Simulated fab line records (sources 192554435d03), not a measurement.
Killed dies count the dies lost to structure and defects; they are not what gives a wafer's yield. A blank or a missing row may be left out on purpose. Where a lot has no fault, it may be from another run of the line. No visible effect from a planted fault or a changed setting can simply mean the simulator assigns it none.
Chamber matching	flow n5-finfet	N5_DUMMY_GATE_ETCH_23 on rie-si-05 has 4 sister chambers
The step etches poly-Si in HBr/Cl2/O2, target depth 41 nm, time 22.3 s. 4 wafers are shown with their chamber, then 9 later ones without.

== EACH WAFER AND ITS CHAMBER ==
wafer	chamber	throttle-valve-pct (%)
L078.1	0	37.29
L081.6	2	37.75
L089.1	1	37.38
L089.5	3	37.18

== WAFERS WHOSE CHAMBER IS MISSING ==
wafer	throttle-valve-pct (%)
L091.1	37.40
L091.5	37.40
L091.6	37.27
L094.2	37.38
L094.4	37.26
L094.6	37.77
L095.1	37.19
L095.4	37.28
L095.5	37.18

== THE CHAMBER EACH PASSED THROUGH ==
wafer	from the rows above	in truth
L091.1	1	1
L091.5	1	1
L091.6	0	0
L094.2	1	1
L094.4	0	0
L094.6	2	2
L095.1	3	3
L095.4	0	0
L095.5	3	3
Correctly placed: 9 of 9. Left unplaced by these rows: 0. Wrongly placed: 0.
How it was worked out, from the rows above alone: a wafer's distance from a chamber is the root of the sum, over the readings, of the square of ((its reading less the chamber's mean) divided by the reading's scatter). The wafer belongs to the nearest chamber; if the next one is less than 2 further off, it can't be placed. A chamber's mean is the mean of its shown wafers. The scatter (one wafer shown for each chamber): square how far every hidden wafer sits from the nearest shown wafer, average those squares and take the square root.
